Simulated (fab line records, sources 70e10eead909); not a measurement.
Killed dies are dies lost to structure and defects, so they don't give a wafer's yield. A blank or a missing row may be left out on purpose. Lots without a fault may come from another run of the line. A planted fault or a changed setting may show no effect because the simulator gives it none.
Tool commonality check | flow nand_harc | 12 lots, 35 wafers sampled

WHY IT WAS OPENED
At NHARC_END_SORT_01 the reading killed_at_other is flagged on 3 of 12 lots. Wafers without a fault read 0.4, standard deviation 0.78.
Rule: a lot is flagged when every wafer of it that has a number lies more than 4 standard deviations from that mean, or none has a number. The other lots count as sound.

lot  | measured     | on        | killed_at_other, wafer by wafer | flag
L449 | day 22 17:03 | prober-01 | 1 0 0                           |
L452 | day 23 00:50 | prober-02 | 0 0 1                           |
L458 | day 23 10:12 | prober-01 | 640 654 645                     | FLAGGED
L451 | day 23 16:25 | prober-01 | 0 0 0                           |
L453 | day 23 17:24 | prober-02 | 663 654 662                     | FLAGGED
L457 | day 24 01:52 | prober-01 | 641 649                         | FLAGGED
L462 | day 24 15:47 | prober-01 | 0 0 0                           |
L459 | day 24 15:58 | prober-02 | 0 1 1                           |
L463 | day 24 23:51 | prober-02 | 0 0 0                           |
L464 | day 25 07:33 | prober-02 | 3 2 4                           |
L469 | day 25 23:50 | prober-01 | 0 0 1                           |
L468 | day 26 02:42 | prober-02 | 0 2 1                           |
The numbers of the flagged lots are 651.0 on average: +650.6 against the usual, or +99 or more standard deviations.

WHICH TOOL RAN EACH LOT
The record holds 3 process steps before the reading, out of a route of 1159 steps. In each cell: the tool, then ch and the chambers that the sampled wafers went through, then the start.
lot  | flag    | NHARC_THIN_TSV_ETCH_44             | NHARC_THIN_TSV_STRIP_45              | NHARC_THIN_TSV_PRE_CLEAN_50
L449 |         | rie_diel-10 ch 1,3, day 21 16:52   | plasma_asher-01 ch 1, day 21 17:36   | pvd_sputter-02, day 22 17:03 or earlier
L452 |         | rie_diel-09 ch 0,1,2, day 21 19:20 | plasma_asher-02 ch 0,1, day 21 20:11 | pvd_sputter-02, day 23 00:50 or earlier
L458 | FLAGGED | rie_diel-09 ch 2,3, day 22 00:11   | plasma_asher-02 ch 0,1, day 22 01:04 | pvd_sputter-03, day 23 10:12 or earlier
L451 |         | rie_diel-09 ch 2,3, day 21 20:20   | plasma_asher-01 ch 0,1, day 21 21:11 | pvd_sputter-02, day 23 16:25 or earlier
L453 | FLAGGED | rie_diel-09 ch 0,1,2, day 21 23:14 | plasma_asher-02 ch 0,1, day 21 23:58 | pvd_sputter-02, day 23 17:24 or earlier
L457 | FLAGGED | rie_diel-10 ch 2,3, day 22 01:16   | plasma_asher-01 ch 0, day 22 02:11   | pvd_sputter-03, day 24 01:52 or earlier
L462 |         | rie_diel-09 ch 1,2,3, day 22 18:37 | plasma_asher-01 ch 0,1, day 22 19:23 | pvd_sputter-02, day 24 15:47 or earlier
L459 |         | rie_diel-09 ch 0,2, day 22 19:52   | plasma_asher-02 ch 0,1, day 22 20:40 | pvd_sputter-02, day 24 15:58 or earlier
L463 |         | rie_diel-09 ch 0,2,3, day 23 01:09 | plasma_asher-02 ch 0,1, day 23 01:53 | pvd_sputter-03, day 24 23:51 or earlier
L464 |         | rie_diel-09 ch 0,1,2, day 23 06:20 | plasma_asher-02 ch 0,1, day 23 07:10 | pvd_sputter-01, day 25 07:33 or earlier
L469 |         | rie_diel-09 ch 0,1,2, day 23 22:32 | plasma_asher-01 ch 1, day 23 23:16   | pvd_sputter-01, day 25 23:50 or earlier
L468 |         | rie_diel-09 ch 1,2, day 24 06:58   | plasma_asher-02 ch 0,1, day 24 07:45 | pvd_sputter-03, day 26 02:42 or earlier
What these steps do:
- NHARC_THIN_TSV_ETCH_44: etches the open film in CF4/O2, target depth 1594.2 nm, time 797.1 s.
- NHARC_THIN_TSV_STRIP_45: strips in O2.
- NHARC_THIN_TSV_PRE_CLEAN_50: time 30 s.
- NHARC_END_SORT_01

FLAGGED OVER TOTAL, TOOL BY TOOL (the gauges that took the reading come last)
step                        | tool            | lots run | flagged | share of the flagged lots | sound lots run after its first flagged lot
NHARC_THIN_TSV_ETCH_44      | rie_diel-09     | 10       | 2       | some                      | 6 (L462,L459,L463,L464,L469,L468)
NHARC_THIN_TSV_ETCH_44      | rie_diel-10     | 2        | 1       | some                      | 0
NHARC_THIN_TSV_STRIP_45     | plasma_asher-01 | 5        | 1       | some                      | 2 (L462,L469)
NHARC_THIN_TSV_STRIP_45     | plasma_asher-02 | 7        | 2       | some                      | 4 (L459,L463,L464,L468)
NHARC_THIN_TSV_PRE_CLEAN_50 | pvd_sputter-01  | 2        | 0       | none                      | -
NHARC_THIN_TSV_PRE_CLEAN_50 | pvd_sputter-02  | 6        | 1       | some                      | 2 (L462,L459)
NHARC_THIN_TSV_PRE_CLEAN_50 | pvd_sputter-03  | 4        | 2       | some                      | 2 (L463,L468)
NHARC_END_SORT_01           | prober-01       | 6        | 2       | some                      | 3 (L451,L462,L469)
NHARC_END_SORT_01           | prober-02       | 6        | 1       | some                      | 4 (L459,L463,L464,L468)
NHARC_THIN_TSV_PRE_CLEAN_50 gives no start for some lots, so the hours and the order of its lots are those of NHARC_END_SORT_01.

WHAT THE TABLE ALLOWS
No row of the table ran every flagged lot.

WHAT THE SIMULATOR HAD PUT IN
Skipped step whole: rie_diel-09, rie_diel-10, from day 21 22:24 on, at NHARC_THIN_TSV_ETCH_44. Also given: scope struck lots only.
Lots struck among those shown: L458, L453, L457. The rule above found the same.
